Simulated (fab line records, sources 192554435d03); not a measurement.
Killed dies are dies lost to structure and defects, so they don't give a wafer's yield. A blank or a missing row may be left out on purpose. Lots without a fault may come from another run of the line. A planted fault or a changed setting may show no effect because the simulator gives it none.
fab line records | flow n5_finfet
record lots=3 wafers=9 last_day=18
route steps=1938 shown BEOL_M0_SAQP@648 BEOL_M0_CUTY@710 BEOL_M4@1111 PASSIVATION@1936
lots that met no fault: from a run of the same line without faults
start_h: hours from the record's first day to the start of the lot's first wafer shown | wait_h: hours since the lot's step before | " the same as in the row above | L1.1+2: a row that stands for several wafers | - no value, or no start given | * or withheld: withheld | < > ~ a bound
route shown NAME@n: a module of which the file shows steps, and the number in the route of the first | usual: mean/standard deviation of fault-free wafers | same: alike in all rows | chamber/n: place in a boat | sites: the reading at each site | _std_site: their standard deviation | _edge_site: outer sites' mean less inner sites' | radius_mm: how far each site lies from the wafer's centre | mask NAME#n: copy n | behind: the tool/chamber that last shaped the wafer | hold: why the lot was held/for how many hours/how that ended | device: the transistor (n, p or np) that didn't switch | end of line: the same wafers' tests at the end of the route | a step without rows: its recipe alone | killed: dies lost to structure and defects at the first sort, not the wafer's yield | map: a wafer's dies, x killed, . not, _ none there
set.NAME: the setting as run; set.NAME@STEP: as run at that earlier step | model.NAME: the simulator's own value behind a step, which no gauge read
lots at some steps of the route; a table a step, a row a wafer
services: from which hour (start_h, from the record's first day; less than 0 if before it) a tool's chamber was out of use, for how many hours, and why
## steps
# step N5_BEOL_M0_SAQP_DEVELOP_13
# recipe develop_time_s=30 developer=TMAH resist=CAR-ArF dev_temp_c=23 rinse_liquid=diw dry=air_spin
# step N5_BEOL_M0_SAQP_DESCUM_19
# recipe chemistry=O2 time_s=7.9 source_power_w=50 bias_power_w=20 pressure_mtorr=20 rf_frequency_hz=2.712e+07 temp_c=40 resist=CAR-ArF o2_flow_sccm=225
# step N5_BEOL_M0_SAQP_ETCH_83
# recipe chemistry=CF4 target=SiARC target_depth_a=390 mask_material=CAR-ArF time_s=65 ion_energy_ev=80 pressure_mtorr=40 source_w=545 bias_w=36 Ar_flow_sccm=100 cf4_flow_sccm=100 ends=cleared
# step N5_BEOL_M0_SAQP_ETCH_84
# recipe chemistry=N2/H2 target=SOC target_depth_a=1000 overetch_a=200 mask_material=SiARC temp_c=40 time_s=150 ion_energy_ev=200 pressure_mtorr=30 source_w=840 bias_w=150 n2_flow_sccm=200 h2_flow_sccm=200
# step N5_BEOL_M0_SAQP_STRIP_80
# recipe chemistry=N2/H2 temp_c=40 n2_flow_sccm=200 h2_flow_sccm=200 rf_frequency_hz=6e+07
# step N5_BEOL_M0_SAQP_HM_OPEN_112
# recipe chemistry=CHF3/O2 target=SiO2 stop_on=a-Si target_depth_a=120 over_etch_frac=1.25 mask_material=SOC time_s=13.5 pressure_mtorr=30 source_w=650 bias_w=170 Ar_flow_sccm=200 CHF3_flow_sccm=50 O2_flow_sccm=5 ion_energy_ev=200 ends=end_point
# step N5_BEOL_M0_SAQP_STRIP_113
# recipe chemistry=CHF3/O2 resist=SiARC rf_frequency_hz=6e+07
# step N5_BEOL_M0_SAQP_MANDREL_ETCH_20
# recipe target_depth_a=600 chemistry=HBr/Cl2 target=a-Si stop_on=SiNx bt_time_s=10 mask_material=SOC over_etch_frac=0.5 time_s=30 pressure_mtorr=10 icp_w=800 bias_w=75 HBr_flow_sccm=150 Cl2_flow_sccm=80 ends=end_point
# step N5_BEOL_M0_SAQP_STRIP_86
# recipe chemistry=N2/H2 power_w=500 temp_c=40 pressure_mtorr=50 rf_frequency_hz=6e+07 overash_fraction=0.3 bias_power_w=28 h2_frac=0.5 n2_flow_sccm=300 h2_flow_sccm=300
# step N5_BEOL_M0_SAQP_STRIP_115
# recipe chemistry=post_etch_residue_remover time_s=60 temp_c=25 remover_ph=withheld remover_water_wt_pct=withheld remover_fluoride_wt_pct=withheld
# columns lot.wafer tool chamber start_h wait_h
L584.3+4+6 wet_bench-01 2,1,3 170.22 -
L586.1+2+5 wet_bench-04 0,3,2 178.33 -
L597.2+5+6 wet_bench-04 3,2,5 246.79 -
# step N5_BEOL_M0_SAQP_SRD_93
# recipe dry=ipa_marangoni time_s=30 temp_c=23 rinse_liquid=diw
# step N5_BEOL_M0_SAQP_RECESS_114
# recipe chemistry=HF/NH3 target=SiO2 target_depth_a=144 afs_cycles=3 temp_c=30 sublimation_temp_c=180 sublimation_time_s=60
# step N5_BEOL_M0_SAQP_SPACER1_ALD_98
# recipe material=SiO2 target_thk_a=128 temp_c=300 ald_precursor_family=BDEAS ald_co_reactant=O2-plasma pulse_time_s=1 purge_time_s=2 co_reactant_purge_time_s=2 ald_cycles=138 pressure_torr=2
# step N5_BEOL_M0_SAQP_SPACER1_ETCHBACK_99
# recipe chemistry=CHF3/O2 mode=anisotropic_etchback target=SiO2 target_depth_a=154 time_s=7.7 pressure_mtorr=30 source_w=650 bias_w=170 Ar_flow_sccm=200 CHF3_flow_sccm=50 O2_flow_sccm=5 ion_energy_ev=200
# step N5_BEOL_M0_SAQP_MANDREL1_REMOVE_100
# recipe chemistry=HBr/Cl2/O2 bt_time_s=10 target=a-Si stop_on=SiNx endpoint=OES-SiCl over_etch_frac=0.85 icp_w=600 bias_w=30 HBr_flow_sccm=150 Cl2_flow_sccm=80 O2_flow_sccm=5 pressure_mtorr=10
# step N5_BEOL_M0_SAQP_ETCH_101
# recipe chemistry=CH3F/O2 target=SiNx mask_material=SiO2 target_depth_a=299 time_s=42.7 pressure_mtorr=30 source_w=395 bias_w=73 Ar_flow_sccm=150 CH3F_flow_sccm=30 O2_flow_sccm=20 ion_energy_ev=120
# step N5_BEOL_M0_SAQP_ETCH_102
# recipe chemistry=CF4 target=SiO2 target_depth_a=40 ion_energy_ev=350 time_s=4.4 pressure_mtorr=10 icp_w=800 bias_w=400 cf4_flow_sccm=80
# step N5_BEOL_M0_SAQP_MANDREL_ETCH_103
# recipe chemistry=HBr/Cl2 target=a-Si target_depth_a=450 bt_time_s=10 stop_on=SiCN mask_material=SiO2 over_etch_frac=0.8 time_s=27 pressure_mtorr=10 icp_w=800 bias_w=75 HBr_flow_sccm=150 Cl2_flow_sccm=80 ends=end_point
# step N5_BEOL_M0_SAQP_RECESS_104
# recipe chemistry=HF/NH3 target=SiO2 target_depth_a=180 afs_cycles=3 temp_c=30 sublimation_temp_c=180 sublimation_time_s=60
# step N5_BEOL_M0_SAQP_COAT_105
# recipe resist=SOC temp_c=250 time_s=60 spin_rpm=1500 resist_thk_nm=100
# step N5_BEOL_M0_SAQP_ETCH_106
# recipe chemistry=N2/H2 target=SOC target_depth_a=1500 stop_on=SiNx ion_energy_ev=100 bias_w=61 pressure_mtorr=30 source_w=850 n2_flow_sccm=200 h2_flow_sccm=200
# step N5_BEOL_M0_SAQP_ETCH_107
# recipe chemistry=CH3F/O2 target=SiNx target_depth_a=300 mask_material=SOC pressure_mtorr=30 source_w=395 bias_w=73 Ar_flow_sccm=150 CH3F_flow_sccm=30 O2_flow_sccm=20 ion_energy_ev=120
# step N5_BEOL_M0_SAQP_STRIP_108
# recipe chemistry=N2/H2 power_w=500 temp_c=40 pressure_mtorr=50 rf_frequency_hz=6e+07 overash_fraction=0.3 bias_power_w=28 h2_frac=0.5 n2_flow_sccm=300 h2_flow_sccm=300
# step N5_BEOL_M0_SAQP_RECESS_109
# recipe chemistry=HF/NH3 target=SiO2 target_depth_a=30 afs_cycles=1 temp_c=30 sublimation_temp_c=180 sublimation_time_s=60
# step N5_BEOL_M0_SAQP_SPACER2_ALD_26
# recipe material=SiO2 target_thk_a=150 temp_c=300 ald_precursor_family=BDEAS ald_co_reactant=O2-plasma pulse_time_s=1 purge_time_s=2 co_reactant_purge_time_s=2 pressure_torr=2
# step N5_BEOL_M0_SAQP_SPACER2_ETCHBACK_27
# recipe chemistry=CHF3/O2 mode=anisotropic_etchback target=SiO2 target_depth_a=225 time_s=11.25 pressure_mtorr=30 source_w=650 bias_w=170 Ar_flow_sccm=200 CHF3_flow_sccm=50 O2_flow_sccm=5 ion_energy_ev=200
# step N5_BEOL_M0_SAQP_MANDREL2_REMOVE_110
# recipe chemistry=HBr/Cl2/O2 bt_time_s=10 target=a-Si stop_on=SiCN endpoint=OES-SiCl over_etch_frac=1 icp_w=600 bias_w=30 HBr_flow_sccm=150 Cl2_flow_sccm=80 O2_flow_sccm=5 pressure_mtorr=10
# step N5_BEOL_M0_SAQP_COAT_69
# recipe resist=SOC temp_c=250 time_s=60 spin_rpm=1500 resist_thk_nm=90
# step N5_BEOL_M0_SAQP_COAT_72
# recipe resist=SiARC temp_c=220 time_s=60 spin_rpm=1500 resist_thk_nm=15
# step N5_BEOL_M0_SAQP_COAT_87
# recipe resist=underlayer temp_c=205 time_s=60 spin_rpm=1500 resist_thk_nm=5
# step N5_BEOL_M0_SAQP_COAT_34
# recipe resist=CAR-EUV spin_rpm=1500 resist_thk_nm=30
# step N5_BEOL_M0_SAQP_EBR_36
# recipe solvent=PGMEA ebr_width_mm=1.5
# step N5_BEOL_M0_SAQP_SOFTBAKE_35
# recipe temp_c=110 time_s=60 resist=CAR-EUV
# step N5_BEOL_M0_SAQP_EXPOSE_37
# recipe mask_id=M0_CUT1 na=0.33 source_shape=annular sigma_inner=0.35 sigma_outer=0.8 polarization=unpolarized target_cd_nm=30 dose_mj=44.75
# step N5_BEOL_M0_SAQP_PEB_38
# recipe peb_temp_c=100 peb_time_s=60 resist=CAR-EUV
# step N5_BEOL_M0_SAQP_DEVELOP_39
# recipe develop_time_s=30 developer=TMAH resist=CAR-EUV rinse_liquid=surfactant_rinse dry=air_spin dev_temp_c=23
# step N5_BEOL_M0_SAQP_INSPECT_42
# recipe mode=adi inspect_instrument=brightfield
# usual raw_defect_count=281/77
# columns lot.wafer tool chamber start_h wait_h raw_defect_count
L584.3 defect_inspect-01 - 173.62 0.0 363
L584.4 " - " " 326
L584.6 " - " " 257
L586.1 defect_inspect-01 - 183.03 0.1 319
L586.2 " - " " 374
L586.5 " - " " 985
L597.2 defect_inspect-01 - 250.74 0.0 337
L597.5 " - " " 293
L597.6 " - " " 371
# step N5_BEOL_M0_CUTY_INSPECT_59
# recipe mode=adi inspect_instrument=macro
# usual raw_defect_count=1.9/1.3
# columns lot.wafer tool chamber start_h wait_h raw_defect_count
L584.3 defect_inspect-02 - 175.01 0.0 2
L584.4 " - " " 1
L584.6 " - " " 1
L586.1 defect_inspect-01 - 186.04 0.0 1
L586.2 " - " " 0
L586.5 " - " " >300
L597.2 defect_inspect-02 - 252.42 0.0 4
L597.5 " - " " 1
L597.6 " - " " 1
# step N5_BEOL_M4_RC_MEAS_101
# usual DIBL_N=36.4/2.7 DIBL_P=36/3.2 IOFF_N=0.16/0.046 IOFF_P=0.21/0.055 ION_N=677/15 ION_P=464/11 SS_N=71.5/0.79 SS_P=73.3/0.93 VT_N=250/4.1 VT_P=-251/4.4
# columns lot.wafer tool chamber start_h wait_h DIBL_N[mV/V] DIBL_P[mV/V] IOFF_N[nA/um] IOFF_P[nA/um] ION_N[uA/um] ION_P[uA/um] SS_N[mV/dec] SS_P[mV/dec] VT_N[mV] VT_P[mV]
L584.3 prober-02 0 238.53 0.3 35.7 34 0.13 0.17 669 457 71.1 72.8 253 -254
L584.4 " 0 " " 37.1 37 0.18 0.22 701 478 71.4 74.4 245 -251
L584.6 " 0 " " 37.6 38 0.18 0.22 683 462 71.9 74.0 247 -250
L586.1 prober-02 0 249.36 0.0 31.1 30 0.11 0.14 661 450 69.8 72.1 251 -256
L586.2 " 0 " " 29.8 29 0.10 0.13 657 454 70.0 71.8 253 -255
L586.5 " 0 " " 32.4 32 0.12 0.16 666 455 71.2 72.9 253 -255
L597.2 prober-01 0 319.60 0.2 35.0 35 0.14 0.15 662 449 71.4 72.9 252 -256
L597.5 " 0 " " 36.2 36 0.15 0.15 667 447 72.0 73.0 251 -257
L597.6 " 0 " " 29.7 30 0.07 0.10 631 438 70.5 71.5 260 -263
# step N5_PASSIVATION_PROBE_49
# usual defect_limited_yield=91.1/1.4 killed_at_M0_to_M3=34/9.7 killed_at_M4_up=13/5.1 killed_at_contacts=14/6.3 killed_at_front_end=40/11 killed_at_other=3.5/2.7 killed_dies=105/16 killed_on_rim=13/4.1 killed_open=70/12 killed_short=34/7.8 sort_bin_5_function=5.2/0.88 sort_bin_6_memory=3.3/0.7 sort_bin_8_speed=0.1/0.62 sort_n_pass=1074/17 sort_yield_pct=91.0/1.5
# same gross_dies=1180 killed_at_back_side=0 sort_bin_4_leakage[%]=0
# columns lot.wafer tool chamber start_h wait_h defect_limited_yield[%] killed_at_M0_to_M3 killed_at_M4_up killed_at_contacts killed_at_front_end killed_at_other killed_dies killed_on_rim killed_open killed_short sort_bin_5_function[%] sort_bin_6_memory[%] sort_bin_8_speed[%] sort_n_pass sort_yield_pct[%]
L586.1 prober-01 - 357.41 0.0 90.1 22 15 10 63 7 117 19 84 33 5.5 4.2 0 1063 90.1
L586.5 prober-01 - 357.61 0.2 80.8 148 16 21 38 3 226 22 71 37 12.2 4.2 0 954 80.8
# killed by level:class
L586.1 FIN_SAQP:geometric_particle:open=19 STI_FIN_REVEAL:geometric_particle:open=19 FIN_SAQP:geometric_particle:short=9 MOL_CONTACT_COAG:geometric_particle:open=9 BEOL_M1:geometric_particle:open=8 BEOL_M0_SAQP:geometric_particle:open=6 BEOL_M4:geometric_particle:open=6 STARTING-WAFER:geometric_particle:open=5
L586.5 BEOL_M0_SAQP:unspecified=117 MOL_CONTACT_COAG:geometric_particle:open=18 FIN_SAQP:geometric_particle:short=13 BEOL_M0_SAQP:geometric_particle:open=12 BEOL_M0_SAQP:geometric_particle:short=10 BEOL_M4:geometric_particle:open=7 FIN_SAQP:geometric_particle:open=6 STI_FIN_REVEAL:geometric_particle:open=6
# map L586.5 (x killed, . not)
_________________x..x........________________
______________.x................_____________
___________x.......................__________
__________x........................._________
________..........x............x......_______
_______....x............x........x.....______
______x.................x.....x.x......._____
_____..x..x..............x.x........x....____
____.......x...x............x.............___
___.........................x.xx...........__
___.......xx..............................x__
__.x.x................................x....._
__...x......xx..............x...x.........x._
_...................x.......xx.........x..x.x
_x........x....xx........x...x...............
_x...............x.x.....x..................x
_...........x.............xxxx........x......
_x....................x.x...x.x...x.....x....
_..xx.......x.........xxxxxxx....x...........
_..................x.xxxxxxxxx.x.....x.......
_.....x.........x..xxxxxxxxxxxx....x......x.x
__.x..x........x..xxxxxxxxxxxxxx...x........_
__xx..x.........x.x.xxxxxxxxxxx.x..........._
___..x......x......xxxxxxxxxxxxxx....x.x.x.__
___.xx......x.x.x..xxxxxxxxxxxxxx..........__
____............x..xxxxxxxxxxxxxxx........___
_____.....x...x.....xx.xxxxxxx...........____
______.......x......x..x.x...x.........._____
_______...x.............xxx............______
________..................xx.........x_______
__________.........................._________
___________x.x.....x....x..........__________
______________..x.......x......._____________
_________________....x.......________________
# map L597.6 (x killed, . not)
_________________............________________
______________x................._____________
___________.....................x..__________
__________x..x.......x.............._________
________xxx...x.................x....._______
_______....x...........x..........x....______
______......x....x...x.................._____
_____....................................____
____...x........................x.........___
___.......x............x........x..........__
___................x.x.........x...x.......__
__..................x.................x....._
__........x........x.x...xx.x......x........_
_.............x..x.........xxx...............
_...x............x..x...x...x................
_....................x.........x.............
_.....................xx.....................
_......................x...xxx...............
_............x..x............................
_.....x..........x...x.x.............x.......
_...x......................x....x........x...
__......x............x..x..................._
__....................x.x........x...x......_
___...................x.xx..............x..__
___...................x.x..x.......x...x...__
____......................x.xx............___
_____....x....x.......xx..x..x...........____
______..................x.x.....x......._____
_______.........x...x...x..............______
________....xx..x.......x............._______
__________......x.......x.........x._________
___________x.......x...........x...__________
______________.x....x..xx...x..._____________
_________________............________________
## services
# columns tool chamber start_h hours kind
wet_bench-01 - 214.47 0.9 repair
wet_bench-01 - 240.48 1.9 pm
## key
first_sign step=N5_BEOL_M0_SAQP_INSPECT_42 reading=raw_defect_count direction=up sigmas=9.1 usual=281 struck=985
effect step=N5_BEOL_M0_CUTY_INSPECT_59 reading=raw_defect_count direction=up sigmas=99+ usual=1.9 struck=>300
effect step=N5_PASSIVATION_PROBE_49 reading=killed_at_M0_to_M3 direction=up sigmas=12 usual=34 struck=148
more_kills_born_at N5_BEOL_M0_SAQP_STRIP_115@wet_bench-04=117
met_at N5_BEOL_M0_SAQP_STRIP_115
struck_wafers L586.5
fault kind=chamber_particle_source tool=wet_bench-04 chamber=2 onset_h=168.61 steps=N5_BEOL_M0_SAQP_STRIP_115 rate_per_visit_cm2=0.92573 end_h=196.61
